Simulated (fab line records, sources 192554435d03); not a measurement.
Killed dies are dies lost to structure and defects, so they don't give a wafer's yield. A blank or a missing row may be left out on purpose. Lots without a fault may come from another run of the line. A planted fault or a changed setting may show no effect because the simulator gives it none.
Tool commonality check | flow n5_finfet | 11 lots, 33 wafers sampled

WHY IT WAS OPENED
At N5_BEOL_M5_THK_MEAS_01 the reading M5_ILD_THK is flagged on 2 of 11 lots. Wafers without a fault read 120.9 nm, standard deviation 1.7.
Rule: a lot is flagged when every wafer of it that has a number lies more than 4 standard deviations from that mean, or none has a number. The other lots count as sound.

lot  | measured     | on            | M5_ILD_THK (nm), wafer by wafer | flag
L661 | day 7 16:11  | film_metro-02 | 118.5 120.0 124.1               |
L662 | day 8 00:36  | film_metro-02 | 118.0 118.8 120.3               |
L663 | day 8 07:01  | film_metro-01 | 120.9 117.8 119.8               |
L666 | day 8 22:11  | film_metro-01 | 105.5 108.2 112.3               | FLAGGED
L667 | day 9 05:52  | film_metro-01 | 107.9 105.8 109.7               | FLAGGED
L674 | day 11 09:22 | film_metro-02 | 122.0 122.9 122.3               |
L678 | day 12 14:29 | film_metro-02 | 118.8 120.6 121.1               |
L679 | day 12 18:38 | film_metro-02 | 121.2 120.4 122.3               |
L680 | day 13 01:20 | film_metro-01 | 119.3 122.7 121.4               |
L682 | day 13 16:13 | film_metro-02 | 117.9 118.3 120.0               |
L683 | day 13 17:10 | film_metro-01 | 120.3 119.9 119.3               |
The numbers of the flagged lots are 108.2 nm on average: -12.7 nm against the usual, or -7 standard deviations.

WHICH TOOL RAN EACH LOT
The record holds 2 process steps before the reading, out of a route of 1938 steps. In each cell: the tool, then ch and the chambers that the sampled wafers went through, then the start.
lot  | flag    | N5_BEOL_M4_PRE_CLEAN_60          | N5_BEOL_M5_ILD_DEP_00
L661 |         | cvd_co-01 ch 1,2, day 7 14:21    | pecvd-04 ch 0,1, day 7 15:37
L662 |         | cvd_co-01 ch 0,2, day 7 22:47    | pecvd-03 ch 0,2, day 8 00:02
L663 |         | cvd_co-02 ch 0,1, day 8 05:09    | pecvd-01 ch 0,1, day 8 06:26
L666 | FLAGGED | cvd_co-01 ch 0,1,2, day 8 20:22  | pecvd-03 ch 1,2, day 8 21:36
L667 | FLAGGED | cvd_co-02 ch 0,1,2, day 9 04:02  | pecvd-03 ch 0,1,2, day 9 05:17
L674 |         | cvd_co-01 ch 0,2, day 11 07:32   | pecvd-01 ch 0,1,2, day 11 08:47
L678 |         | cvd_co-01 ch 1,2, day 12 12:39   | pecvd-04 ch 0,1, day 12 13:55
L679 |         | cvd_co-02 ch 0,2, day 12 16:50   | pecvd-01 ch 0,1,2, day 12 18:04
L680 |         | cvd_co-02 ch 1,2, day 12 23:31   | pecvd-01 ch 0,1, day 13 00:46
L682 |         | cvd_co-01 ch 0,1,2, day 13 13:55 | pecvd-03 ch 0,1, day 13 15:10
L683 |         | cvd_co-02 ch 0,1,2, day 13 15:21 | pecvd-03 ch 0,1,2, day 13 16:35
What these steps do:
- N5_BEOL_M4_PRE_CLEAN_60: time 15 s.
- N5_BEOL_M5_ILD_DEP_00: deposits SiCOH lowk from DEMS/porogen, target thk 140.64 nm, time 25.9 s.
- N5_BEOL_M5_THK_MEAS_01

FLAGGED OVER TOTAL, TOOL BY TOOL (the gauges that took the reading come last)
step                    | tool          | lots run | flagged | share of the flagged lots | sound lots run after its first flagged lot
N5_BEOL_M4_PRE_CLEAN_60 | cvd_co-01     | 6        | 1       | some                      | 3 (L674,L678,L682)
N5_BEOL_M4_PRE_CLEAN_60 | cvd_co-02     | 5        | 1       | some                      | 3 (L679,L680,L683)
N5_BEOL_M5_ILD_DEP_00   | pecvd-01      | 4        | 0       | none                      | -
N5_BEOL_M5_ILD_DEP_00   | pecvd-03      | 5        | 2       | all                       | 2 (L682,L683)
N5_BEOL_M5_ILD_DEP_00   | pecvd-04      | 2        | 0       | none                      | -
N5_BEOL_M5_THK_MEAS_01  | film_metro-01 | 5        | 2       | all                       | 2 (L680,L683)
N5_BEOL_M5_THK_MEAS_01  | film_metro-02 | 6        | 0       | none                      | -

WHAT THE TABLE ALLOWS
2 rows of the table ran every flagged lot: pecvd-03 at N5_BEOL_M5_ILD_DEP_00, film_metro-01 at N5_BEOL_M5_THK_MEAS_01.
- pecvd-03 at N5_BEOL_M5_ILD_DEP_00: 2 of its 5 lots flagged. Sound lots ran on it after the first flagged one (L682, L683), which a lasting fault on the whole tool wouldn't allow. Its own readings lie more than 4 standard deviations out on every wafer of the flagged lots: susceptor_temp_C.
- film_metro-01 at N5_BEOL_M5_THK_MEAS_01: 2 of its 5 lots flagged. Sound lots ran on it after the first flagged one (L680, L683), which a lasting fault on the whole tool wouldn't allow.
No row of the table ran every flagged lot and no sound lot after the first.

WHAT THE SIMULATOR HAD PUT IN
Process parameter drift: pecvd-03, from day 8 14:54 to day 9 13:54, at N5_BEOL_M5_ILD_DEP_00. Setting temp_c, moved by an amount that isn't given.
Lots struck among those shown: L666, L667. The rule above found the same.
